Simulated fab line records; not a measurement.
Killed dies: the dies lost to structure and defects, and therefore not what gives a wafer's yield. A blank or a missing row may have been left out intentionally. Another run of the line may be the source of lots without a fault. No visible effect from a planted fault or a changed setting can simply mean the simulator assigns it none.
Chamber matching    flow nand harc    cmp-03 running NHARC_A_M1_CMP_23: 4 sister chambers
The step polishes, t overpolish 20 s, target thk 154.34 nm. 8 wafers are shown with their chamber, then 8 later ones without.

## WAFERS PAIRED WITH THEIR CHAMBERS
wafer   chamber  motor current A (A)  time to endpoint s (s)
L108.5  3        12.8                 27.9
L108.6  2        11.4                 31.2
L107.2  0        13.0                 29.4
L107.5  1        11.5                 33.1
L109.1  3        12.3                 25.5
L109.2  0        13.0                 24.6
L109.3  2        11.6                 27.3
L111.2  1        11.9                 28.4

## WAFERS WITH NO CHAMBER GIVEN
wafer   motor current A (A)  time to endpoint s (s)
L111.5  12.7                 26.9
L111.6  12.4                 25.8
L114.2  12.1                 27.9
L114.3  11.8                 28.8
L114.6  11.5                 28.3
L117.1  11.7                 25.4
L117.2  13.1                 23.4
L117.4  12.3                 22.7

## EACH ONE'S CHAMBER
wafer   from the rows above                in truth
L111.5  can't be placed: 3 or 0            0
L111.6  can't be placed: 3 or 0            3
L114.2  can't be placed: 3 or 1 or 2 or 0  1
L114.3  can't be placed: 1 or 2            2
L114.6  can't be placed: 2 or 1            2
L117.1  can't be placed: 2 or 1            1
L117.2  can't be placed: 0 or 3            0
L117.4  can't be placed: 3 or 0            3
Placed correctly: 0 of 8. Unplaceable from these rows: 8, with the true chamber sitting among the candidates in 8. 0 placed wrongly.
How it was worked out, from the rows above alone: a wafer's distance from a chamber is the root of the sum, over the readings, of the square of ((its reading less the chamber's mean) divided by the reading's scatter). The wafer belongs to the nearest chamber; if the next one is less than 2 further off, it can't be placed. Each chamber's mean is taken over the wafers shown for it. How the scatter is found: for the shown wafers, subtract from each reading the mean of its chamber, square and add these, divide the total by (wafers less chambers), then take the root.
